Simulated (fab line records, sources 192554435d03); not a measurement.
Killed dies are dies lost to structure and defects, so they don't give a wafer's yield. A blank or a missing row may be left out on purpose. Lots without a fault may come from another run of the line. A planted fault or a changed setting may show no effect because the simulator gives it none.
fab line records | flow n5_finfet
record lots=7 wafers=39
route steps=1938 shown WELL_APT@24 FIN_SAQP@94 SD_EPI_P@308 HKMG_FIN@438 MOL_CONTACT_COAG@581
start_h: hours from the record's first day to the start of the lot's first wafer shown | wait_h: hours since the lot's step before | " the same as in the row above | L1.1+2: a row that stands for several wafers | - no value, or no start given | * or withheld: withheld | < > ~ a bound
route shown NAME@n: a module of which the file shows steps, and the number in the route of the first | usual: mean/standard deviation of fault-free wafers | same: alike in all rows | chamber/n: place in a boat | sites: the reading at each site | _std_site: their standard deviation | _edge_site: outer sites' mean less inner sites' | radius_mm: how far each site lies from the wafer's centre | mask NAME#n: copy n | behind: the tool/chamber that last shaped the wafer | hold: why the lot was held/for how many hours/how that ended | device: the transistor (n, p or np) that didn't switch | end of line: the same wafers' tests at the end of the route | a step without rows: its recipe alone | killed: dies lost to structure and defects at the first sort, not the wafer's yield | map: a wafer's dies, x killed, . not, _ none there
set.NAME: the setting as run; set.NAME@STEP: as run at that earlier step | model.NAME: the simulator's own value behind a step, which no gauge read
lots whose settings were changed on purpose; a table a step, a row a wafer
## steps
# step N5_WELL_APT_EXPOSE_05
# recipe mask_id=NWELL na=0.8 source_shape=conventional sigma_outer=0.8 polarization=unpolarized defocus_nm=0 target_cd_nm=200 dose_mj=20.3
# columns lot.wafer tool chamber start_h wait_h mask set.dose_mj
L074.1+2+4 krf_scanner-02 0 13.53 - NWELL#0 20.8
L074.3+5+6 " 0 " " NWELL#0 20.3
L075.1+2+3+4+5+6 krf_scanner-02 0 25.51 - NWELL#0 20.3
L081.3+5+6 krf_scanner-02 0 55.59 - NWELL#0 20.3
L085.1+5+6 krf_scanner-02 0 79.38 - NWELL#0 18.99
L085.2+3+4 " 0 " " NWELL#0 20.3
L086.1+3+5 krf_scanner-02 0 85.40 - NWELL#0 20.3
L086.2+4+6 " 0 " " NWELL#0 21.41
L087.1+4+6 krf_scanner-02 0 91.39 - NWELL#0 20.3
L087.2+3+5 " 0 " " NWELL#0 18.79
L092.1+2+3 krf_scanner-02 0 122.89 - NWELL#0 18.92
L092.4+5+6 " 0 " " NWELL#0 20.3
# step N5_WELL_APT_PEB_06
# recipe peb_temp_c=130 peb_time_s=90
# step N5_WELL_APT_DEVELOP_07
# recipe develop_time_s=45 rinse_liquid=surfactant_rinse dry=air_spin dev_temp_c=21
# step N5_WELL_APT_HARDBAKE_12
# recipe temp_c=130 time_s=120
# step N5_WELL_APT_CD_MEAS_08
# recipe target_cd_nm=200 landing_energy_ev=500 detector=se_inlens
# usual cd_nm=199.9/2
# columns lot.wafer tool chamber start_h wait_h set.dose_mj@WELL_APT_EXPOSE_05 cd_nm
L074.1 cd_sem-02 0 13.70 - 20.8 203.9
L074.2 " 0 " " 20.8 205.9
L074.3 " 0 " " 20.3 201.4
L074.4 " 0 " " 20.8 205.3
L074.5 " 0 " " 20.3 203.1
L074.6 " 0 " " 20.3 201.9
L075.1 cd_sem-02 0 25.69 - 20.3 198.9
L075.2 " 0 " " 20.3 198.2
L075.3 " 0 " " 20.3 198.6
L075.4 " 0 " " 20.3 199.7
L075.5 " 0 " " 20.3 201.1
L075.6 " 0 " " 20.3 200.8
L081.3 cd_sem-03 0 55.75 - 20.3 199.7
L081.5 " 0 " " 20.3 198.7
L081.6 " 0 " " 20.3 197.2
L085.1 cd_sem-01 0 79.56 - 18.99 188.8
L085.2 " 0 " " 20.3 202.8
L085.3 " 0 " " 20.3 201.1
L085.4 " 0 " " 20.3 202.5
L085.5 " 0 " " 18.99 191.0
L085.6 " 0 " " 18.99 189.6
L086.1 cd_sem-01 0 85.57 - 20.3 199.2
L086.2 " 0 " " 21.41 206.9
L086.3 " 0 " " 20.3 199.6
L086.4 " 0 " " 21.41 204.5
L086.5 " 0 " " 20.3 197.3
L086.6 " 0 " " 21.41 206.5
L087.1 cd_sem-01 0 91.56 - 20.3 197.6
L087.2 " 0 " " 18.79 189.9
L087.3 " 0 " " 18.79 186.4
L087.4 " 0 " " 20.3 200.1
L087.5 " 0 " " 18.79 187.6
L087.6 " 0 " " 20.3 199.9
L092.1 cd_sem-03 0 123.06 - 18.92 187.6
L092.2 " 0 " " 18.92 185.5
L092.3 " 0 " " 18.92 186.9
L092.4 " 0 " " 20.3 198.6
L092.5 " 0 " " 20.3 201.0
L092.6 " 0 " " 20.3 197.9
# step N5_WELL_APT_DESCUM_13
# recipe chemistry=O2 time_s=7.9 source_power_w=50 bias_power_w=20 pressure_mtorr=20 rf_frequency_hz=2.712e+07 temp_c=40 o2_flow_sccm=225
# columns lot.wafer tool chamber start_h wait_h set.dose_mj@WELL_APT_EXPOSE_05 model.WELL_APT.cd_nm
L074.1 rie_diel-01 3 13.79 0.0 20.8 204.1
L074.2 " 1 " " 20.8 205.5
L074.3 " 0 " " 20.3 201.5
L074.4 " 2 " " 20.8 205.4
L074.5 " 2 " " 20.3 203.3
L074.6 " 1 " " 20.3 202.1
L075.1 rie_diel-01 0 25.78 0.0 20.3 199
L075.2 " 2 " " 20.3 198.3
L075.3 " 3 " " 20.3 198.6
L075.4 " 0 " " 20.3 199.5
L075.5 " 3 " " 20.3 201.1
L075.6 " 2 " " 20.3 200.9
L081.3 rie_diel-01 0 55.84 0.0 20.3 199.4
L081.5 " 1 " " 20.3 198.5
L081.6 " 2 " " 20.3 197.6
L085.1 rie_diel-01 0 79.64 0.0 18.99 189
L085.2 " 3 " " 20.3 203.4
L085.3 " 2 " " 20.3 201.3
L085.4 " 2 " " 20.3 202.6
L085.5 " 0 " " 18.99 190.9
L085.6 " 3 " " 18.99 189.7
L086.1 rie_diel-01 3 87.05 1.4 20.3 199.3
L086.2 " 1 " " 21.41 207
L086.3 " 0 " " 20.3 199.8
L086.4 " 2 " " 21.41 204.7
L086.5 " 3 " " 20.3 197.6
L086.6 " 2 " " 21.41 206.6
L087.1 rie_diel-01 2 92.19 0.6 20.3 198
L087.2 " 1 " " 18.79 190.1
L087.3 " 0 " " 18.79 186.2
L087.4 " 3 " " 20.3 200.4
L087.5 " 1 " " 18.79 187.3
L087.6 " 2 " " 20.3 200.1
L092.1+3 rie_diel-01 0,3 123.15 0.0 18.92 187.3
L092.2 " 1 " " 18.92 185.2
L092.4 " 2 " " 20.3 198.5
L092.5 " 3 " " 20.3 201
L092.6 " 0 " " 20.3 197.8
# step N5_FIN_SAQP_ALD_61
# recipe material=SiO2 target_thk_a=40 temp_c=300 ald_precursor_family=BDEAS ald_co_reactant=O2-plasma pulse_time_s=1 purge_time_s=2 co_reactant_purge_time_s=2 ald_cycles=43 pressure_torr=2
# columns lot.wafer tool chamber start_h wait_h set.temp_c model.SiO2_of_FIN_SAQP_ALD_61.thk_nm
L074.1 ald_sin-02 0 20.05 0.0 285.7 4.177
L074.2 " 1 " " 285.7 4.182
L074.3 " 2 " " 300 3.968
L074.4 " 3 " " 300 3.975
L074.5 " 1 " " 300 3.995
L074.6 " 2 " " 285.7 4.201
L075.1+6 ald_sin-01 1,2 32.15 0.0 300 3.974
L075.2 " 3 " " 300 3.963
L075.3 " 0 " " 300 3.986
L075.4 " 2 " " 300 3.969
L075.5 " 3 " " 300 3.947
L081.3 ald_sin-02 3 62.50 0.0 300 4.003
L081.5 " 1 " " 300 4
L081.6 " 2 " " 300 4.007
L085.1 ald_sin-01 2 86.27 0.0 300 3.994
L085.2 " 1 " " 300 4.006
L085.3 " 0 " " 300 4.007
L085.4 " 3 " " 308.3 3.938
L085.5 " 2 " " 308.3 3.948
L085.6 " 3 " " 308.3 3.934
L086.1 ald_sin-02 2 94.39 0.5 300 3.988
L086.2 " 1 " " 307.6 3.954
L086.3 " 0 " " 307.6 3.97
L086.4 " 3 " " 300 3.999
L086.5 " 0 " " 300 4.007
L086.6 " 1 " " 307.6 3.939
L087.1 ald_sin-02 0 99.52 0.4 300 3.997
L087.2 " 1 " " 300 3.991
L087.3+5 " 3,0 " " 300 4.004
L087.4 " 2 " " 300 3.984
L087.6 " 1 " " 300 3.992
L092.1 ald_sin-02 1 129.93 0.1 300 4.006
L092.2 " 0 " " 311.4 3.963
L092.3 " 2 " " 311.4 3.945
L092.4 " 3 " " 311.4 3.942
L092.5 " 1 " " 300 3.993
L092.6 " 2 " " 300 3.994
# step N5_SD_EPI_P_ETCH_37
# recipe chemistry=N2/H2 target=SOC overetch_a=1080 mask_material=SiARC temp_c=40 ion_energy_ev=100 source_w=3000 bias_w=133 pressure_mtorr=20 time_s=486 n2_flow_sccm=200 h2_flow_sccm=200 ends=end_point
# usual rf_vpp_V=240.6/1.4
# columns lot.wafer tool chamber start_h wait_h set.source_w rf_vpp_V model.SiARC_of_SD_EPI_P_COAT_35.thk_nm
L074.1 rie_diel-06 2 58.44 0.0 2669 251.3 21.8
L074.2 " 3 " " 3000 239.8 19.8
L074.3 " 1 " " 3000 240.1 19.8
L074.4 " 0 " " 3000 242.4 19.6
L074.5 " 1 " " 2669 250.0 21.2
L074.6 " 2 " " 2669 251.8 21.6
L075.1 rie_diel-02 2 71.80 0.0 3000 240.9 20.4
L075.2 " 1 " " 3326 233.3 18.8
L075.3 " 0 " " 3326 231.0 19
L075.4 " 2 " " 3326 231.2 19.2
L075.5 " 0 " " 3000 239.9 20.2
L075.6 " 1 " " 3000 241.5 20.2
L081.3 rie_diel-02 3 94.45 0.0 3000 242.8 20.4
L081.5 " 3 " " 3000 241.3 20.2
L081.6 " 1 " " 3000 241.4 20
L085.1 rie_diel-06 2 123.72 0.0 3000 241.5 20.6
L085.2 " 1 " " 3000 239.7 20.2
L085.3 " 0 " " 2773 248.6 20.2
L085.4 " 3 " " 2773 248.2 20.8
L085.5 " 2 " " 3000 241.2 20.6
L085.6 " 3 " " 2773 244.7 20.8
L086.1 rie_diel-02 3 134.61 0.0 3000 241.6 20.2
L086.2 " 1 " " 3000 240.6 20.2
L086.3 " 0 " " 3000 239.0 20.2
L086.4 " 2 " " 3000 240.0 20.4
L086.5 " 2 " " 3000 241.5 20.2
L086.6 " 1 " " 3000 241.5 20.4
L087.1 rie_diel-02 2 138.18 0.0 3000 241.3 20.2
L087.2 " 1 " " 3000 239.5 20.2
L087.3 " 3 " " 2609 253.0 21.6
L087.4 " 0 " " 2609 251.5 21.6
L087.5 " 2 " " 3000 241.2 20.2
L087.6 " 3 " " 2609 252.9 21.8
L092.1 rie_diel-02 1 162.34 0.0 3000 239.7 20
L092.2 " 3 " " 2639 252.6 21.6
L092.3 " 0 " " 3000 241.6 20
L092.4 " 0 " " 3000 239.1 20
L092.5 " 3 " " 2639 250.2 21.6
L092.6 " 1 " " 2639 251.2 21.6
# step N5_SD_EPI_P_STRIP_38
# recipe chemistry=N2/H2 temp_c=40 n2_flow_sccm=200 h2_flow_sccm=200 rf_frequency_hz=6e+07
# step N5_SD_EPI_P_ETCHBACK_46
# recipe chemistry=CH3F/O2 mode=anisotropic_etchback target=SiNx target_depth_a=175 stop_on=SiO2 over_etch_frac=0.3 ion_energy_ev=120 pressure_mtorr=30 source_w=395 bias_w=73 Ar_flow_sccm=150 CH3F_flow_sccm=30 O2_flow_sccm=20
# columns lot.wafer tool chamber start_h wait_h set.source_w@SD_EPI_P_ETCH_37 model.SiARC_of_SD_EPI_P_COAT_35.thk_nm
L074.1 rie_diel-06 2 58.76 0.0 2669 17.4
L074.2+4 " 3,0 " " 3000 15.2
L074.3 " 1 " " 3000 15.4
L074.5 " 1 " " 2669 16.6
L074.6 " 2 " " 2669 17.2
L075.1 rie_diel-02 2 72.13 0.0 3000 16
L075.2 " 1 " " 3326 14.2
L075.3 " 0 " " 3326 14.6
L075.4 " 2 " " 3326 14.8
L075.5+6 " 0,1 " " 3000 15.6
L081.3+5 rie_diel-02 3 94.78 0.0 3000 15.8
L081.6 " 1 " " 3000 15.6
L085.1+5 rie_diel-06 2 124.04 0.0 3000 16.2
L085.2 " 1 " " 3000 15.6
L085.3 " 0 " " 2773 15.4
L085.4+6 " 3 " " 2773 16.2
L086.1+2+3+4+5 rie_diel-02 3,1,0,2,2 134.93 0.0 3000 15.8
L086.6 " 1 " " 3000 16
L087.1+2+5 rie_diel-02 2,1,2 138.50 0.0 3000 15.8
L087.3 " 3 " " 2609 17.2
L087.4 " 0 " " 2609 17
L087.6 " 3 " " 2609 17.4
L092.1+3+4 rie_diel-02 1,0,0 162.67 0.0 3000 15.6
L092.2+5+6 " 3,3,1 " " 2639 17.2
# step N5_HKMG_FIN_ETCH_35
# recipe chemistry=N2/H2 target=SOC target_depth_a=2158 ion_energy_ev=65 bias_w=5 source_w=3000 time_s=243.4 pressure_mtorr=30 n2_flow_sccm=200 h2_flow_sccm=200
# usual rf_vpp_V=141.8/1.1
# columns lot.wafer tool chamber start_h wait_h set.bias_w rf_vpp_V
L075.1 rie_diel-03 0 94.08 0.0 5 143.2
L075.2 " 2 " " 5 142.5
L075.3 " 3 " " 5 139.6
L075.4 " 2 " " 5.373 146.8
L075.5 " 0 " " 5.373 148.5
L075.6 " 3 " " 5.373 146.4
L074.1 rie_diel-01 2 108.11 0.0 5.291 146.8
L074.2 " 0 " " 5 142.4
L074.3 " 1 " " 5.291 146.6
L074.4 " 1 " " 5.291 146.6
L074.5 " 0 " " 5 141.2
L074.6 " 2 " " 5 141.4
L081.3 rie_diel-03 3 116.13 0.0 5 139.9
L081.5 " 0 " " 5 142.5
L081.6 " 3 " " 5 139.3
L085.1 rie_diel-05 2 144.30 0.0 5 142.2
L085.2 " 3 " " 5 143.5
L085.3 " 0 " " 5 142.0
L085.4 " 1 " " 5 140.8
L085.5 " 1 " " 5 142.8
L085.6 " 0 " " 5 140.7
L086.1 rie_diel-05 3 156.89 0.0 5.797 157.5
L086.2 " 1 " " 5.797 155.7
L086.3 " 2 " " 5.797 157.2
L086.4 " 3 " " 5 142.7
L086.5 " 2 " " 5 142.6
L086.6 " 1 " " 5 142.3
L087.1 rie_diel-01 0 160.23 0.0 5 141.8
L087.2 " 2 " " 4.052 125.4
L087.3 " 3 " " 5 142.2
L087.4 " 1 " " 4.052 125.1
L087.5 " 1 " " 5 141.1
L087.6 " 0 " " 4.052 124.1
L092.1 rie_diel-03 0 183.99 0.0 5 143.2
L092.2 " 2 " " 5 142.2
L092.3 " 1 " " 5 142.4
L092.4 " 3 " " 5 141.1
L092.5 " 1 " " 5 140.7
L092.6 " 2 " " 5 142.2
# step N5_MOL_CONTACT_COAG_ETCH_91
# recipe chemistry=N2/H2 target=SOC target_depth_a=600 overetch_a=210 mask_material=SiARC temp_c=40 time_s=101.2 ion_energy_ev=200 pressure_mtorr=30 source_w=840 bias_w=150 n2_flow_sccm=200 h2_flow_sccm=200
# usual rf_vpp_V=524.8/2.6
# columns lot.wafer tool chamber start_h wait_h set.source_w rf_vpp_V
L075.1 rie_diel-05 3 118.29 0.0 840 527.7
L075.2 " 2 " " 840 528.2
L075.3 " 0 " " 840 521.4
L075.4 " 1 " " 840 521.2
L075.5 " 3 " " 840 528.8
L075.6 " 0 " " 840 521.1
L074.1 rie_diel-01 0 131.02 0.0 918.9 508.9
L074.2 " 3 " " 840 526.0
L074.3 " 2 " " 918.9 511.1
L074.4 " 1 " " 840 525.2
L074.5 " 3 " " 918.9 508.8
L074.6 " 2 " " 840 526.1
L081.3 rie_diel-01 1 137.79 0.0 840 524.6
L081.5 " 1 " " 840 525.5
L081.6 " 0 " " 840 524.0
L085.1 rie_diel-01 3 166.64 0.0 840 526.3
L085.2 " 1 " " 840 526.3
L085.3 " 0 " " 840 525.6
L085.4 " 2 " " 840 525.6
L085.5 " 3 " " 840 526.3
L085.6 " 2 " " 840 527.0
L086.1 rie_diel-03 0 178.17 0.0 738.5 550.9
L086.2 " 3 " " 840 521.4
L086.3 " 1 " " 738.5 547.8
L086.4 " 2 " " 840 524.1
L086.5 " 3 " " 840 519.6
L086.6 " 0 " " 738.5 549.1
L087.1 rie_diel-05 0 184.67 0.0 840 521.7
L087.2 " 1 " " 759.5 539.7
L087.3 " 2 " " 840 527.0
L087.4 " 3 " " 840 528.7
L087.5 " 3 " " 759.5 544.9
L087.6 " 0 " " 759.5 539.3
L092.1 rie_diel-03 3 207.19 0.0 840 517.4
L092.2 " 2 " " 791.5 534.8
L092.3 " 1 " " 791.5 533.6
L092.4 " 0 " " 840 526.6
L092.5 " 0 " " 791.5 537.5
L092.6 " 3 " " 840 520.5
# step N5_MOL_CONTACT_COAG_VIA_ETCH_46
# recipe chemistry=C4F6/O2 target_depth_a=460 overetch_a=92 mask_material=SOC target=SiO2 bias_w=455 pressure_mtorr=10 time_s=40 source_w=325 Ar_flow_sccm=300 C4F6_flow_sccm=10 O2_flow_sccm=10 ion_energy_ev=575.3 ends=end_point
# usual rf_vpp_V=1589/35
# columns lot.wafer tool chamber start_h wait_h set.bias_w rf_vpp_V
L075.1 rie_diel-05 3 118.41 0.0 455 1597
L075.2 " 2 " " 455 1619
L075.3 " 0 " " 483 1610
L075.4 " 1 " " 455 1527
L075.5 " 3 " " 483 1669
L075.6 " 0 " " 483 1613
L074.1 rie_diel-01 0 131.14 0.0 455 1611
L074.2 " 3 " " 455 1623
L074.3 " 2 " " 381.5 1405
L074.4 " 1 " " 381.5 1403
L074.5 " 3 " " 455 1624
L074.6 " 2 " " 381.5 1404
L081.3 rie_diel-01 1 137.92 0.0 455 1601
L081.5 " 1 " " 455 1603
L081.6 " 0 " " 455 1612
L085.1 rie_diel-01 3 166.76 0.0 455 1624
L085.2 " 1 " " 455 1600
L085.3 " 0 " " 455 1609
L085.4 " 2 " " 455 1605
L085.5 " 3 " " 455 1624
L085.6 " 2 " " 455 1603
L086.1 rie_diel-03 0 178.29 0.0 386.1 1403
L086.2 " 3 " " 386.1 1353
L086.3 " 1 " " 455 1587
L086.4 " 2 " " 455 1632
L086.5 " 3 " " 455 1528
L086.6 " 0 " " 386.1 1403
L087.1 rie_diel-05 0 184.79 0.0 455 1541
L087.2 " 1 " " 455 1525
L087.3 " 2 " " 455 1617
L087.4 " 3 " " 455 1594
L087.5 " 3 " " 455 1597
L087.6 " 0 " " 455 1541
L092.1 rie_diel-03 3 207.31 0.0 455 1528
L092.2 " 2 " " 455 1632
L092.3 " 1 " " 455 1587
L092.4 " 0 " " 455 1587
L092.5 " 0 " " 455 1588
L092.6 " 3 " " 455 1528
## key
split step=N5_WELL_APT_EXPOSE_05 setting=dose_mj stated=20.3 by=wafer
response step=N5_WELL_APT_CD_MEAS_08 reading=cd_nm change=+1.65 per=1% r=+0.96
response step=N5_WELL_APT_DESCUM_13 reading=model.WELL_APT.cd_nm change=+1.67 per=1% r=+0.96
split step=N5_FIN_SAQP_ALD_61 setting=temp_c stated=300 by=wafer
response step=N5_FIN_SAQP_ALD_61 reading=model.SiO2_of_FIN_SAQP_ALD_61.thk_nm change=-0.0284 per=1% r=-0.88
split step=N5_SD_EPI_P_ETCH_37 setting=source_w stated=3000 by=wafer
response step=N5_SD_EPI_P_ETCH_37 reading=rf_vpp_V change=-0.897 per=1% r=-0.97
response step=N5_SD_EPI_P_ETCH_37 reading=model.SiARC_of_SD_EPI_P_COAT_35.thk_nm change=-0.119 per=1% r=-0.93
response step=N5_SD_EPI_P_ETCHBACK_46 reading=model.SiARC_of_SD_EPI_P_COAT_35.thk_nm change=-0.114 per=1% r=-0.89
split step=N5_HKMG_FIN_ETCH_35 setting=bias_w stated=5 by=wafer
response step=N5_HKMG_FIN_ETCH_35 reading=rf_vpp_V change=+0.876 per=1% r=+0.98
split step=N5_MOL_CONTACT_COAG_ETCH_91 setting=source_w stated=840 by=wafer
response step=N5_MOL_CONTACT_COAG_ETCH_91 reading=rf_vpp_V change=-1.98 per=1% r=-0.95
split step=N5_MOL_CONTACT_COAG_VIA_ETCH_46 setting=bias_w stated=455 by=wafer
response step=N5_MOL_CONTACT_COAG_VIA_ETCH_46 reading=rf_vpp_V change=+12.8 per=1% r=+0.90
